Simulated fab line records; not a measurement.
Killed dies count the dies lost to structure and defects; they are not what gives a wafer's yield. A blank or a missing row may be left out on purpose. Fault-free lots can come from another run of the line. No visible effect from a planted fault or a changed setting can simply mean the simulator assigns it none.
Split-lot trial ; flow n5 finfet ; 21 wafers read from 7 lots, route of 1938 steps

== ON THE SPLIT ==
At N5_WELL_APT_EXPOSE_22 (exposes mask PWELL, defocus 0 nm, target cd 200 nm), the setting dose mj was moved away from the recipe's 23.2 on 7 of the 21 wafers read, by -6.4% to +3.6%. The other wafers ran this setting at the recipe's value.

== FROM THE SPLIT TO THE READING: what the file shows between them, 3 steps ==
- N5_WELL_APT_PEB_23: peb time 90 s (also split here: peb time s)
- N5_WELL_APT_DEVELOP_24: develop time 45 s
- N5_WELL_APT_HARDBAKE_29: time 120 s

== THE READING ==
At N5_WELL_APT_CD_MEAS_25: cd nm in nanometres, against a target cd of 200 nm. A value of 200.4 nm with a standard deviation of 1.6 nm is what fault-free wafers of this fab line usually give.

wafer;tool, chamber at the split;dose mj as run;against the recipe;cd nm, nm;against lot-mates on the recipe
L075.3;krf scanner-01, 0;23.2;recipe;200.7;-
L075.4;krf scanner-01, 0;23.2;recipe;195.8;-
L075.6;krf scanner-01, 0;22.69;-2.2%;192.2;-6.1
L081.2;krf scanner-01, 0;23.2;recipe;199.7;-
L081.3;krf scanner-01, 0;24.04;+3.6%;207.1;+7.4
L081.4;krf scanner-01, 0;24.04;+3.6%;207.7;+8.0
L083.2;krf scanner-02, 0;21.72;-6.4%;189.6;-12.9
L083.3;krf scanner-02, 0;21.72;-6.4%;187.7;-14.8
L083.5;krf scanner-02, 0;23.2;recipe;202.5;-
L087.1;krf scanner-01, 0;23.2;recipe;199.5;-
L087.2;krf scanner-01, 0;23.2;recipe;200.1;-
L087.5;krf scanner-01, 0;23.2;recipe;196.8;-
L089.2;krf scanner-02, 0;23.2;recipe;198.7;-
L089.3;krf scanner-02, 0;23.2;recipe;197.1;-
L089.4;krf scanner-02, 0;23.2;recipe;197.4;-
L091.3;krf scanner-01, 0;23.2;recipe;197.2;-
L091.5;krf scanner-01, 0;21.77;-6.2%;187.5;-9.7
L091.6;krf scanner-01, 0;21.77;-6.2%;186.7;-10.5
L097.3;krf scanner-02, 0;23.2;recipe;199.9;-
L097.4;krf scanner-02, 0;23.2;recipe;199.1;-
L097.5;krf scanner-02, 0;23.2;recipe;200.0;-

THE FIT
A straight line over all 21 wafers: cd nm changes by +1.89 nm for each +1% of dose mj; r = +0.95; the points scatter about the line by 1.8 nm.
The same after taking each lot's own level away (the mean of its wafers on the recipe; 21 wafers): +1.97 nm for each +1%; r = +0.97; scatter 1.4 nm.
That fit puts the effect of the largest move of dose mj on the reading at 13 nm.
Measured against the standard deviation above, the lots' own levels, which go from 197.20 to 202.50 nm, span 3.3 times it.
Consequently the slope shifts little with the lot-to-lot level, the two slopes agreeing.
Check: with one of the wafers moved furthest among these (-6.4%) left out of the fit, the line predicts -12.4 nm for it against its lot-mates. Against them it came out at -12.9 nm.

== THE OTHER SPLITS THESE WAFERS WENT THROUGH ==
Other splits were also applied to these wafers ahead of the reading. Each is held against what the fit with the lots' levels taken away leaves over:
other split on the same wafers;wafers away from the commonest value;r with cd nm (lot level and that fit taken away)
N5_WELL_APT_PEB_06 peb time s;11;+0.27
N5_WELL_APT_DEVELOP_07 develop time s;5;+0.34
N5_WELL_APT_PEB_23 peb time s;2;+0.52

== THE WHOLE CHAIN: every reading that the file lists as answering this split, in the file's order ==
step;what it does;reading;change (the file's fit);r (the file's)
N5_WELL_APT_CD_MEAS_25;target cd 200 nm;cd nm;+1.98 nm for each +1% of the setting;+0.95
N5_WELL_APT_DESCUM_30;chemistry O2, time 7.9 s;WELL_APT.cd nm (the simulator's own value, which no gauge read);+1.99 nm for each +1% of the setting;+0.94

== FILE'S OWN FIT ==
cd nm changes by +1.98 nm for each +1% of dose mj, r = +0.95.
